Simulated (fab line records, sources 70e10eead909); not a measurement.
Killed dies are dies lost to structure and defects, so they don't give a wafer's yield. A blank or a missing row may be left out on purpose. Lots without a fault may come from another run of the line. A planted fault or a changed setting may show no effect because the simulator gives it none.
Which tool did it? | flow nand_harc | 16 lots, 48 wafers sampled, at 3 steps of a route of 1302

WHAT THE GAUGES READ, wafer by wafer
NHARC_P_M0_CD_MEAS_09: target cd 90 nm. Usual: cd_nm 89.6 nm, standard deviation 1.
lot  | measured     | on        | cd_nm (nm)        | flag
L765 | day 6 04:31  | cd_sem-01 | 88.2 87.7 89.1    |
L766 | day 6 08:45  | cd_sem-03 | 87.3 88.4 88.1    |
L767 | day 6 18:23  | cd_sem-03 | 91.5 89.9 90.4    |
L769 | day 7 19:28  | cd_sem-03 | 88.9 88.7 88.2    |
L771 | day 8 12:06  | cd_sem-01 | 91.8 90.6 90.5    |
L772 | day 9 03:29  | cd_sem-01 | 89.3 88.2 89.6    |
L774 | day 9 20:01  | cd_sem-03 | 90.4 90.6 89.1    |
L776 | day 10 13:29 | cd_sem-02 | 88.2 88.9 89.3    |
L777 | day 10 22:56 | cd_sem-01 | 104.8 104.8 104.9 | OFF
L779 | day 12 04:28 | cd_sem-03 | 90.9 89.6 91.8    |
L778 | day 12 07:11 | cd_sem-01 | 100.7 101.3 100.5 | OFF
L780 | day 12 08:14 | cd_sem-03 | 88.6 89.6 87.8    |
L781 | day 12 16:31 | cd_sem-03 | 100.4 100.0 98.9  | OFF
L782 | day 13 04:28 | cd_sem-02 | 99.2 99.7 99.3    | OFF
L784 | day 14 11:07 | cd_sem-02 | 88.4 88.4 88.0    |
L787 | day 15 11:39 | cd_sem-02 | 89.8 90.7 90.4    |

WHICH TOOL RAN EACH LOT (tool, then ch and the chambers of the sampled wafers, then the start)
lot  | NHARC_P_CONTACT_DEGAS_38     | NHARC_P_M0_EXPOSE_06
L765 | pvd_sputter-02, day 6 02:07  | arfi_scanner-01 ch 0, day 6 04:22
L766 | pvd_sputter-03, day 6 06:29  | arfi_scanner-01 ch 0, day 6 08:37
L767 | pvd_sputter-02, day 6 16:07  | arfi_scanner-01 ch 0, day 6 18:14
L769 | pvd_sputter-01, day 7 17:04  | arfi_scanner-03 ch 0, day 7 19:19
L771 | pvd_sputter-01, day 8 09:35  | arfi_scanner-03 ch 0, day 8 11:58
L772 | pvd_sputter-01, day 9 01:06  | arfi_scanner-02 ch 0, day 9 03:21
L774 | pvd_sputter-02, day 9 17:46  | arfi_scanner-02 ch 0, day 9 19:53
L776 | pvd_sputter-02, day 10 11:13 | arfi_scanner-03 ch 0, day 10 13:21
L777 | pvd_sputter-03, day 10 20:22 | arfi_scanner-03 ch 0, day 10 22:47
L779 | pvd_sputter-03, day 12 02:04 | arfi_scanner-02 ch 0, day 12 04:20
L778 | pvd_sputter-03, day 12 04:47 | arfi_scanner-03 ch 0, day 12 07:03
L780 | pvd_sputter-02, day 12 05:15 | arfi_scanner-02 ch 0, day 12 08:05
L781 | pvd_sputter-02, day 12 13:48 | arfi_scanner-03 ch 0, day 12 16:23
L782 | pvd_sputter-03, day 13 02:11 | arfi_scanner-03 ch 0, day 13 04:19
L784 | pvd_sputter-03, day 14 08:30 | arfi_scanner-02 ch 0, day 14 10:59
L787 | pvd_sputter-03, day 15 09:13 | arfi_scanner-02 ch 0, day 15 11:31
- NHARC_P_CONTACT_DEGAS_38: time 60 s.
- NHARC_P_M0_EXPOSE_06: exposes mask P M0, target cd 90 nm.

WHAT THE TOOLS THEMSELVES READ (means of the sampled wafers that have a number; where no wafer has one, the mark that the record gives instead)
NHARC_P_CONTACT_DEGAS_38. Usual: heater_power_w 481 W, standard deviation 69.
lot  | tool           | heater_power_w (W) | flag
L765 | pvd_sputter-02 | 504                |
L766 | pvd_sputter-03 | 501                |
L767 | pvd_sputter-02 | 432                |
L769 | pvd_sputter-01 | 453                |
L771 | pvd_sputter-01 | 478                |
L772 | pvd_sputter-01 | 471                |
L774 | pvd_sputter-02 | 444                |
L776 | pvd_sputter-02 | 498                |
L777 | pvd_sputter-03 | 520                |
L779 | pvd_sputter-03 | 415                |
L778 | pvd_sputter-03 | 411                |
L780 | pvd_sputter-02 | 495                |
L781 | pvd_sputter-02 | 431                |
L782 | pvd_sputter-03 | 508                |
L784 | pvd_sputter-03 | 500                |
L787 | pvd_sputter-03 | 413                |

NHARC_P_M0_EXPOSE_06. Usual: exposure_dose_mJ_cm2 81.21, standard deviation 0.1; focus_offset_nm -0.1 nm, standard deviation 0.52.
lot  | tool            | exposure_dose_mJ_cm2 | focus_offset_nm (nm) | flag
L765 | arfi_scanner-01 | 81.39                | 0.0                  |
L766 | arfi_scanner-01 | 81.34                | -1.3                 |
L767 | arfi_scanner-01 | 81.33                | -0.1                 |
L769 | arfi_scanner-03 | 81.26                | 0.0                  |
L771 | arfi_scanner-03 | 81.23                | 0.5                  |
L772 | arfi_scanner-02 | 81.25                | -0.8                 |
L774 | arfi_scanner-02 | 81.08                | -0.1                 |
L776 | arfi_scanner-03 | 81.26                | 0.1                  |
L777 | arfi_scanner-03 | 102.24               | 0.3                  | OFF
L779 | arfi_scanner-02 | 81.17                | -0.4                 |
L778 | arfi_scanner-03 | 98.04                | 0.4                  | OFF
L780 | arfi_scanner-02 | 81.08                | -0.1                 |
L781 | arfi_scanner-03 | 94.71                | 0.6                  | OFF
L782 | arfi_scanner-03 | 94.10                | -0.5                 | OFF
L784 | arfi_scanner-02 | 81.06                | 0.5                  |
L787 | arfi_scanner-02 | 81.08                | -0.2                 |

THE ANSWER, worked out from the rows above alone
Rule: a lot is off if the mean of its wafers that have a number lies more than 3 standard deviations from the usual mean. A lot without any number at a reading at which 4 lots or more have one is off too. The other lots that the step has rows for count as sound. The gauges are gone through in route order, then the tools' own readings, and for those a lot's mean is taken as printed above. The first step at which some lot is off is used, and at that step the reading that is off furthest; a lot without a number counts as furthest.
Off: L777, L778, L781, L782, at NHARC_P_M0_CD_MEAS_09 (cd_nm).
A tool fits if, at a process step before that reading, it ran every lot that is off, and no sound lot after the first of them. The gauges at NHARC_P_M0_CD_MEAS_09 aren't tried: what is off there is off at NHARC_P_M0_EXPOSE_06 too, on other tools, and a gauge's error can't cause that. One fits: arfi_scanner-03 at NHARC_P_M0_EXPOSE_06. Its last sound lot is L776 (day 10 13:21), its first lot that is off L777 (day 10 22:47): a fault that began between those two fits.
The tool's own readings at NHARC_P_M0_EXPOSE_06 bear it out: on the lots that are off they differ by more than 5 times the standard deviation of the sound lots' means. exposure_dose_mJ_cm2 reads 97.27 there against 81.21 on the sound lots.

WHAT THE SIMULATOR HAD PUT IN
Process parameter drift: arfi_scanner-03, from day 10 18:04 on, at NHARC_P_M0_EXPOSE_06. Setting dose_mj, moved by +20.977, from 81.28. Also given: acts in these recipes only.
Lots struck among those shown: L777, L778, L781, L782. The rule above found the same.
